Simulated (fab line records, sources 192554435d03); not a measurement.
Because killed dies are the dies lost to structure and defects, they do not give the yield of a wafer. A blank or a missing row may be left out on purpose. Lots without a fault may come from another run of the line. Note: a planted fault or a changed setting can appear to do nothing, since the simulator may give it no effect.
fab line records	flow n5Finfet
[record] lots = 7	wafers = 39
route steps=1938 shown BEOL_M15@1773 PASS1_CAP@1874
startH: start of the lot's first displayed wafer, in hours after the record's first day	waitH: hours since the lot's step before	" same as the row above	L1.1+2: a row that stands for several wafers	- either no value or no given start	* or withheld: withheld	< > ~ a bound
route shown NAME@n: names a module that has steps shown in the file, with the first one's number in the route	usual: average and standard deviation across the fault-free wafers	same: alike in all rows	chamber/n: place in a boat	sites: the reading at each site	_std_site: standard deviation of those values	_edge_site: the outer-site mean with the inner-site mean subtracted	radiusMm: how far each site lies from the wafer's centre	mask NAME#n: copy n	behind: tool/chamber where the wafer was last shaped	hold: cause of the lot's hold/its duration in hours/its outcome	device: transistor that didn't switch, given as n, p or np	end of line: tests run on the same wafers once the route is complete	a step with no rows: only its recipe	killed: count of dies lost to structure and defects at first sort (not the wafer's yield)	map: shows each die of a wafer: x if killed, . if not, _ if none is there
set.NAME: setting as actually run; set.NAME@STEP: the setting as run at that earlier step	model.NAME: the simulator's own value behind a step, which no gauge read
lots run with intentionally changed settings; tables by step, rows by wafer
[[steps]]
[step N5_BEOL_M15_ILD_DEP_00]
[recipe] material = SiO2	targetThkA = 16293	tempC = 400	precursor = TEOS/O2	pressureTorr = 6.5	rfW = 900	teosFlowSccm = 161.4	gas = O2	flowSccm = 2650	timeS = 346.1
lot.wafer	tool	chamber	startH	waitH	set.timeS	model.SiO2_of_BEOL_M15_ILD_DEP_00.thkNm
L077.1	pecvd-01	2	284.12	0.0	346.1	1602
L077.2	"	1	"	"	346.1	1582
L077.3	"	0	"	"	249.3	1153
L077.4	"	1	"	"	346.1	1615
L077.5	"	0	"	"	249.3	1177
L077.6	"	2	"	"	249.3	1175
L079.1	pecvd-04	1	298.34	0.0	346.1	1607
L079.3	"	0	"	"	346.1	1612
L079.4	"	0	"	"	346.1	1661
L087.1	pecvd-01	1	341.69	0.0	481.8	2237
L087.2	"	0	"	"	481.8	2234
L087.3	"	2	"	"	346.1	1620
L087.4	"	0	"	"	346.1	1636
L087.5	"	1	"	"	346.1	1631
L087.6	"	2	"	"	481.8	2252
L091.1	pecvd-01	2	357.12	0.0	475.1	2210
L091.2	"	1	"	"	346.1	1619
L091.3	"	0	"	"	475.1	2209
L091.4	"	1	"	"	475.1	2257
L091.5	"	2	"	"	346.1	1638
L091.6	"	0	"	"	346.1	1636
L092.1	pecvd-04	0	373.75	0.0	193.7	911.6
L092.2	"	2	"	"	346.1	1651
L092.3	"	1	"	"	346.1	1607
L092.4	"	2	"	"	193.7	950.2
L092.5	"	1	"	"	346.1	1637
L092.6	"	0	"	"	193.7	936.8
L094.1	pecvd-01	2	381.29	0.0	346.1	1589
L094.2	"	0	"	"	346.1	1598
L094.3	"	1	"	"	346.1	1604
L094.4	"	2	"	"	346.1	1626
L094.5	"	1	"	"	346.1	1622
L094.6	"	0	"	"	346.1	1612
L095.1	pecvd-02	2	387.08	0.0	346.1	1601
L095.2	"	0	"	"	183.5	843.8
L095.3	"	0	"	"	183.5	834.4
L095.4	"	2	"	"	346.1	1621
L095.5	"	0	"	"	346.1	1605
L095.6	"	2	"	"	183.5	836
[step N5_BEOL_M15_THK_MEAS_01]
[recipe] reads = SiO2_of_BEOL_M15_ILD_DEP_00
[usual] M15_ILD_THK = 1615/22
lot.wafer	tool	chamber	startH	waitH	set.timeS@BEOL_M15_ILD_DEP_00	M15_ILD_THK[nm]
L077.1	filmMetro-01	-	284.37	0.1	346.1	1603
L077.2	"	-	"	"	346.1	1581
L077.3	"	-	"	"	249.3	1153
L077.4	"	-	"	"	346.1	1615
L077.5	"	-	"	"	249.3	1177
L077.6	"	-	"	"	249.3	1174
L079.1	filmMetro-02	-	298.59	0.1	346.1	1607
L079.3	"	-	"	"	346.1	1611
L079.4	"	-	"	"	346.1	1661
L087.1	filmMetro-01	-	341.94	0.1	481.8	2236
L087.2	"	-	"	"	481.8	2235
L087.3	"	-	"	"	346.1	1621
L087.4	"	-	"	"	346.1	1635
L087.5	"	-	"	"	346.1	1630
L087.6	"	-	"	"	481.8	2252
L091.1	filmMetro-02	-	357.37	0.1	475.1	2211
L091.2	"	-	"	"	346.1	1618
L091.3	"	-	"	"	475.1	2207
L091.4	"	-	"	"	475.1	2257
L091.5	"	-	"	"	346.1	1638
L091.6	"	-	"	"	346.1	1635
L092.1	filmMetro-02	-	374.00	0.1	193.7	911
L092.2	"	-	"	"	346.1	1650
L092.3	"	-	"	"	346.1	1606
L092.4	"	-	"	"	193.7	950
L092.5	"	-	"	"	346.1	1638
L092.6	"	-	"	"	193.7	937
L094.1	filmMetro-01	-	381.54	0.1	346.1	1589
L094.2	"	-	"	"	346.1	1598
L094.3	"	-	"	"	346.1	1604
L094.4	"	-	"	"	346.1	1626
L094.5	"	-	"	"	346.1	1622
L094.6	"	-	"	"	346.1	1611
L095.1	filmMetro-02	-	387.44	0.2	346.1	1601
L095.2	"	-	"	"	183.5	843
L095.3	"	-	"	"	183.5	835
L095.4	"	-	"	"	346.1	1620
L095.5	"	-	"	"	346.1	1605
L095.6	"	-	"	"	183.5	836
[step N5_BEOL_M15_COAT_58]
[recipe] resist = BARC	tempC = 205	timeS = 60	spinRpm = 1500	resistThkNm = 89
[step N5_BEOL_M15_COAT_04]
[recipe] spinRpm = 1704	resistThkNm = 800
[step N5_BEOL_M15_DESCUM_15]
[recipe] chemistry = O2	timeS = 7.9	sourcePowerW = 50	biasPowerW = 20	pressureMtorr = 20	rfFrequencyHz = 2.712e+07	tempC = 40	o2FlowSccm = 225
[step N5_BEOL_M15_ETCH_59]
[recipe] chemistry = N2/H2	target = BARC	targetDepthA = 890	overetchA = 267	timeS = 67.9	ionEnergyEv = 200	pressureMtorr = 30	sourceW = 840	biasW = 150	n2FlowSccm = 200	h2FlowSccm = 200
[step N5_BEOL_M15_VIA_ETCH_16]
[recipe] chemistry = C4F8/O2/Ar	target = SiO2	heInnerTorr = 15	heOuterTorr = 30	targetDepthA = 17922	timeS = withheld	ionEnergyEv = 800	pressureMtorr = 20	sourceW = 1905	biasW = 2040	Ar_flow_sccm = 400	C4F8_flow_sccm = 16	O2_flow_sccm = 12	ends = cleared
lot.wafer	tool	chamber	startH	waitH	set.timeS@BEOL_M15_ILD_DEP_00	model.etch.depthNm	model.coat_of_BEOL_M15_COAT_04.thkNm
L077.1	rieDiel-02	3	285.14	0.0	*	1602	341
L077.2	"	0	"	"	*	1582	346.4
L077.3	"	1	"	"	*	1153	442.8
L077.4	"	2	"	"	*	1615	347.8
L077.5	"	0	"	"	*	1177	442.6
L077.6	"	3	"	"	*	1175	442.6
L079.1	rieDiel-02	0	299.19	0.0	*	1607	342.2
L079.3	"	2	"	"	*	1612	348.6
L079.4	"	1	"	"	*	1661	326.6
L087.1	rieDiel-02	3	342.73	0.0	*	2237	193.8
L087.2	"	0	"	"	*	2234	191.8
L087.3	"	1	"	"	*	1620	331.4
L087.4	"	2	"	"	*	1636	340.4
L087.5	"	0	"	"	*	1631	334.8
L087.6	"	3	"	"	*	2252	187.8
L091.1	rieDiel-04	1	357.85	0.0	*	2210	185.4
L091.2	"	2	"	"	*	1619	334.2
L091.3	"	0	"	"	*	2209	188.6
L091.4	"	1	"	"	*	2257	173.2
L091.5	"	0	"	"	*	1638	324.6
L091.6	"	2	"	"	*	1636	329.6
L092.1	rieDiel-04	3	374.60	0.0	*	911.6	495
L092.2	"	2	"	"	*	1651	324.8
L092.3	"	1	"	"	*	1607	329.2
L092.4	"	0	"	"	*	950.2	488.8
L092.5	"	1	"	"	*	1637	321
L092.6	"	0	"	"	*	936.9	492.2
L094.1	rieDiel-04	1	382.02	0.0	*	1589	338.6
L094.2	"	3	"	"	*	1598	335
L094.3	"	2	"	"	*	1604	339.8
L094.4	"	0	"	"	*	1626	328.4
L094.5	"	3	"	"	*	1622	329
L094.6	"	0	"	"	*	1612	328.6
L095.1	rieDiel-02	0	387.92	0.0	*	1601	341.2
L095.2	"	2	"	"	*	843.9	522.4
L095.3	"	1	"	"	*	834.5	519
L095.4	"	3	"	"	*	1621	340.6
L095.5	"	3	"	"	*	1605	343.6
L095.6	"	2	"	"	*	836	523.4
[step N5_PASSIVATION_PECVD_01]
[recipe] material = SiNx	targetThkA = 2000	tempC = 400	precursor = SiH4/NH3/N2	pressureTorr = 4.9	rfW = 1406	timeS = 43.2
lot.wafer	tool	chamber	startH	waitH	set.timeS	model.SiNx_of_PASSIVATION_PECVD_01.thkNm
L077.1+2	pecvd-02	2,1	297.62	0.0	31.3	147.4
L077.3	"	0	"	"	43.2	197.8
L077.4	"	0	"	"	43.2	200.4
L077.5	"	1	"	"	31.3	148.8
L077.6	"	2	"	"	43.2	205
L079.1	pecvd-02	1	310.64	0.0	43.2	201.2
L079.3	"	0	"	"	43.2	198.4
L079.4	"	2	"	"	43.2	207.8
L087.1	pecvd-04	1	357.70	0.0	43.2	199
L087.2	"	2	"	"	43.2	197.8
L087.3	"	0	"	"	60.06	272.8
L087.4	"	2	"	"	43.2	200.6
L087.5	"	0	"	"	60.06	278.8
L087.6	"	1	"	"	60.06	279.8
L091.1	pecvd-02	1	369.24	0.0	43.2	201.4
L091.2	"	0	"	"	43.2	196.6
L091.3	"	2	"	"	43.2	198.8
L091.4	"	2	"	"	43.2	202.2
L091.5	"	0	"	"	43.2	200
L091.6	"	1	"	"	43.2	205
L092.1	pecvd-02	0	383.69	0.0	43.2	192.6
L092.2	"	2	"	"	43.2	197.6
L092.3	"	0	"	"	20.67	92.8
L092.4	"	2	"	"	20.67	94.6
L092.5	"	2	"	"	20.67	96
L092.6	"	0	"	"	43.2	195.8
L094.1	pecvd-04	0	393.52	0.0	25.76	114
L094.2	"	2	"	"	25.76	117.2
L094.3	"	1	"	"	25.76	116.2
L094.4	"	0	"	"	43.2	199.4
L094.5	"	2	"	"	43.2	199.8
L094.6	"	1	"	"	43.2	200.8
L095.1	pecvd-03	1	398.51	0.0	43.2	195
L095.2	"	2	"	"	43.2	200.4
L095.3	"	0	"	"	43.2	198.8
L095.4	"	0	"	"	43.2	201.6
L095.5	"	1	"	"	43.2	199.4
L095.6	"	2	"	"	43.2	203.2
[[key]]
[split] step = N5_BEOL_M15_ILD_DEP_00	setting = timeS	stated = 346.1	by = wafer
[response] step = N5_BEOL_M15_ILD_DEP_00	reading = model.SiO2_of_BEOL_M15_ILD_DEP_00.thkNm	change = +15.9	per = 1%	r = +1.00
[response] step = N5_BEOL_M15_THK_MEAS_01	reading = M15_ILD_THK	change = +15.9	per = 1%	r = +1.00
[response] step = N5_BEOL_M15_VIA_ETCH_16	reading = model.etch.depthNm	change = +15.9	per = 1%	r = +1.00
[response] step = N5_BEOL_M15_VIA_ETCH_16	reading = model.coat_of_BEOL_M15_COAT_04.thkNm	change = -3.78	per = 1%	r = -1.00
[split] step = N5_PASSIVATION_PECVD_01	setting = timeS	stated = 43.2	by = wafer
[response] step = N5_PASSIVATION_PECVD_01	reading = model.SiNx_of_PASSIVATION_PECVD_01.thkNm	change = +1.99	per = 1%	r = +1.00
